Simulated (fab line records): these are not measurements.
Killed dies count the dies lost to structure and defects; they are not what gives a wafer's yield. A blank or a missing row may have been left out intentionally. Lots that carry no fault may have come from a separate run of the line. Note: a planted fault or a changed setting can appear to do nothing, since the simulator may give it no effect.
Matching of chambers    flow nand_harc    4 sister chambers for NHARC_A_STAIRCASE_STRIP_476 on rie_diel-06
The step strips in O2, time 20 s. 14 wafers are shown with their chamber, then 7 later ones without.

## EACH WAFER AND ITS CHAMBER
wafer   chamber  showerhead_plenum_p_Torr (Torr)  drypump_motor_current_A (A)  oes_product_au (a.u.)
L082.1  0        3.47                             5.2                          0.991
L082.3  1        3.64                             5.9                          0.983
L082.5  2        3.60                             6.1                          0.999
L083.2  0        3.46                             5.2                          0.990
L083.5  2        3.60                             6.2                          1.004
L083.6  0        3.46                             5.2                          0.995
L086.1  0        3.46                             5.3                          0.995
L086.2  2        3.59                             6.2                          1.007
L086.4  1        3.64                             5.8                          0.997
L090.2  0        3.45                             5.2                          0.990
L090.4  2        3.58                             6.1                          1.003
L090.6  0        3.45                             5.2                          0.986
L094.3  1        3.63                             5.9                          0.983
L094.4  3        3.65                             6.1                          0.986

SIGNATURES (means of the wafers above)
reading                   chamber 0  chamber 1  chamber 2  chamber 3  scatter within a chamber
showerhead_plenum_p_Torr  3.4583     3.6367     3.5925     3.6500     0.00791
drypump_motor_current_A   5.217      5.867      6.150      6.100      0.05
oes_product_au            0.99117    0.98767    1.00325    0.98600    0.00471
Rule: a wafer lies at a distance from a chamber equal to the root of the sum of squares, over the readings, of (its reading less the chamber's mean, divided by the reading's scatter). If the next closest chamber is less than 2 further off than the closest, the wafer can't be placed; otherwise it belongs to the closest. How the scatter is found: for the shown wafers, subtract from each reading the mean of its chamber, square and add these, divide the total by (wafers less chambers), then take the root.

## WAFERS WITH NO CHAMBER GIVEN
wafer   showerhead_plenum_p_Torr (Torr)  drypump_motor_current_A (A)  oes_product_au (a.u.)
L094.6  3.65                             6.1                          0.999
L095.3  3.65                             6.1                          1.004
L095.5  3.58                             6.2                          1.001
L095.6  3.63                             5.8                          0.978
L097.1  3.45                             5.3                          0.996
L097.2  3.58                             6.1                          1.019
L097.6  3.58                             6.1                          1.019

## EACH ONE'S CHAMBER
wafer   from the rows above  in truth
L094.6  3                    3
L095.3  3                    3
L095.5  2                    2
L095.6  1                    1
L097.1  0                    0
L097.2  2                    2
L097.6  2                    2
Correctly placed: 7 of 7. Left unplaced by these rows: 0. Placed wrongly: 0.
